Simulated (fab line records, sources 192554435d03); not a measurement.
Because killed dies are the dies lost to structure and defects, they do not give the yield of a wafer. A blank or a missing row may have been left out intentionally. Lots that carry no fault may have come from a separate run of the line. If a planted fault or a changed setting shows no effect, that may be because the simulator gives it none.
8D (eight disciplines) problem report, filled in by code :: flow n5-finfet :: the parts of the form that need people (team, actions taken, sign-off) are left out

== 1. PROBLEM STATEMENT ==
killed_at_M4_up at N5_PASSIVATION_PROBE_49 reads a mean of 156 on 2 wafers of 1 lot; wafers without a fault read 14 with a standard deviation of 5.7. That puts it +25 standard deviations away from the usual mean.
Seen first at day 15 00:36 on prober-01, wafer L333.3. The record holds 3 wafers of 1 lot with a number at this step. By rule, "out" or "out of limits" means more than 4 standard deviations away from the usual mean. Any other wafer with a number is counted as sound.

== 2. WHAT IT IS AND WHAT IT IS NOT ==
question: which readings at this step
is: killed_at_M4_up, defect-limited-yield, killed-dies, sort_bin_5_function, sort-n-pass, sort-yield-pct
is not: killed_at_M0_to_M3, killed-at-front-end, killed-at-other, killed-open, killed-short, sort_bin_6_memory

question: which lots
is: L333
is not: -

question: which wafers of those lots
is: L333.3, L333.5
is not: L333.1

question: read on which tools
is: prober-01
is not: -

question: when
is: from day 15 00:36
is not: up to then (1 sound wafer)

== 3. SUSPECTS, AND WHAT RULES EACH OUT ==
Counting: if a tool at a process step up to the reading ran every lot that is out, it stays a suspect. Sound lots after the first of them don't rule it out here, since some wafers of a struck lot are sound.
- ald-metal-02 at N5_BEOL_M7_ALD_77 (deposits TaN, target thk 2 nm, pulse time 2 s, purge time 3 s): kept. It ran the lot that is out, L333 (day 11 12:11).
- prober-01 at N5_PASSIVATION_PROBE_49: kept. It ran the lot that is out, L333 (day 15 00:30). Its own defect-limited-yield, killed_at_M4_up, killed-dies, sort_bin_5_function, sort-n-pass, sort-yield-pct readings are out on those wafers.
- Within ald-metal-02 at N5_BEOL_M7_ALD_77: the wafers that are out ran in chamber 1; their sound lot-mates ran in chamber 0.
Left after counting: ald-metal-02 at N5_BEOL_M7_ALD_77, prober-01 at N5_PASSIVATION_PROBE_49.

== 4. THE CAUSE (what the simulator had put in) ==
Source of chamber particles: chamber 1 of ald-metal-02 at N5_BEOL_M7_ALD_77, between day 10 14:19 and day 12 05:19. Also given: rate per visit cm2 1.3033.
This tool is one of the 2 suspects left after counting.

== 5. SEQUENCE OF EFFECTS, ordered by route ==
One row per reading whose mean, taken over the struck wafers that have a number, lies over 3 standard deviations from the usual. Only readings whose record carries a usual standard deviation are examined. hours: median over the lots of the time between each lot's start at the first step of this table that gives one and its start at this step. sigmas: the change, counted in usual standard deviations.
hours: 0
step: N5_PASSIVATION_PROBE_49
reading: defect-limited-yield
usual: 91.1 %
on struck wafers: 79.0
change: -12.1
sigmas: -9.3

hours: 0
step: N5_PASSIVATION_PROBE_49
reading: killed_at_M4_up
usual: 14
on struck wafers: 156
change: +142
sigmas: +25

hours: 0
step: N5_PASSIVATION_PROBE_49
reading: killed-dies
usual: 105
on struck wafers: 248
change: +143
sigmas: +9.5

hours: 0
step: N5_PASSIVATION_PROBE_49
reading: sort_bin_5_function
usual: 5.3 %
on struck wafers: 13.9
change: +8.6
sigmas: +11

hours: 0
step: N5_PASSIVATION_PROBE_49
reading: sort-n-pass
usual: 1075
on struck wafers: 932
change: -143
sigmas: -9.5

hours: 0
step: N5_PASSIVATION_PROBE_49
reading: sort-yield-pct
usual: 91.1 %
on struck wafers: 79.0
change: -12.1
sigmas: -9.3
It contains these process steps:
- N5_PASSIVATION_PROBE_49

== 6. WHAT WOULD HAVE CAUGHT IT SOONER ==
First out-of-limits reading in this record: day 15 00:36, which is 106 hours after fault onset at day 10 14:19.
No tool reading at N5_BEOL_M7_ALD_77 that has a usual standard deviation in the record was out on any struck wafer, so an alarm limit of 4 standard deviations on those readings would not have fired.
All the lots that are out (1) had begun N5_BEOL_M7_ALD_77 on ald-metal-02 by day 15 00:36. A hold on the tool at that time would have spared none of them.
